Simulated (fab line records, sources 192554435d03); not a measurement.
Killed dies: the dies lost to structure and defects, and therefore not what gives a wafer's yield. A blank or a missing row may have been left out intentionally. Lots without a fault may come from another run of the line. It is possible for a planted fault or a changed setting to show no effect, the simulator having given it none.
Code-filled problem report in 8D (eight disciplines) form | flow n5 finfet | the parts of the form that need people (team, actions taken, sign-off) are left out

## 1. WHAT WENT WRONG
head pressure psi at N5_SDB_CMP_30 reads a mean of 4.371 psi on 6 wafers of 2 lots; wafers without a fault read 4.148 psi with a standard deviation of 0.009. Relative to the usual mean, that is a shift of +25 standard deviations.
The step: polishes, stops on poly-Si, t overpolish 1.54 s, target thk 30 nm.
First observed at day 7 09:44: wafer L167.4, on cmp-01. Wafers with a number at this step in the record: 32, from 12 lots. Rule for "out" (also "out of limits"): further than 4 standard deviations from the usual mean. Any other wafer with a number is counted as sound.

## 2. WHAT IT IS, WHAT IT ISN'T
question                    | is                     | is not
which readings at this step | head pressure psi      | motor current A, overpolish run s, time to endpoint s
which lots                  | L167, L169             | L154, L155, L157, L159, L160, L162, L163, L173, L174, L176
which wafers of those lots  | all that have a number | -
read on which tools         | cmp-01                 | cmp-02, cmp-04
when                        | from day 7 09:44       | up to then (17 sound wafers); but 9 sound wafers of L173, L174, L176 came after

## 3. SUSPECTS, AND WHAT RULES EACH OUT
Counting: a tool stays on the suspect list if, at a process step up to the reading, it processed all lots that are out and no sound lot following the first of them.
- cmp-01 at N5_SDB_CMP_30 (polishes, stops on poly-Si, t overpolish 1.54 s, target thk 30 nm): kept. It processed each lot that is out, first L167 at day 7 09:44, and no sound lot thereafter; up to then, the last sound lot it processed was L157 at day 4 16:28. Out on those wafers are its own readings of head pressure psi.
The count leaves cmp-01 at N5_SDB_CMP_30.

## 4. THE CAUSE (what the simulator had put in)
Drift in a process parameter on cmp-01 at N5_SDB_CMP_30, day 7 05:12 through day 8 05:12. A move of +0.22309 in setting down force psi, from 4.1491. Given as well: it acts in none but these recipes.
The count eliminated every tool but this one.

## 5. THE EFFECT CHAIN, in route order
Each row: a reading where the mean over the struck wafers with a number is more than 3 standard deviations away from the usual. Scope: only readings with a usual standard deviation given in the record; hours: median across lots of the time from each lot's start at the first step in this table that gives one to its start at this step; sigmas: change in usual standard deviations.
hours | step          | reading           | usual     | on struck wafers | change | sigmas
0     | N5_SDB_CMP_30 | head pressure psi | 4.148 psi | 4.371            | +0.223 | +25
The process steps in it:
- N5_SDB_CMP_30: polishes, stops on poly-Si, t overpolish 1.54 s, target thk 30 nm.

## 6. HOW IT WOULD HAVE BEEN CAUGHT EARLIER
In this record the first reading out of limits was taken at day 7 09:44, 5 hours after the fault began at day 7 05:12.
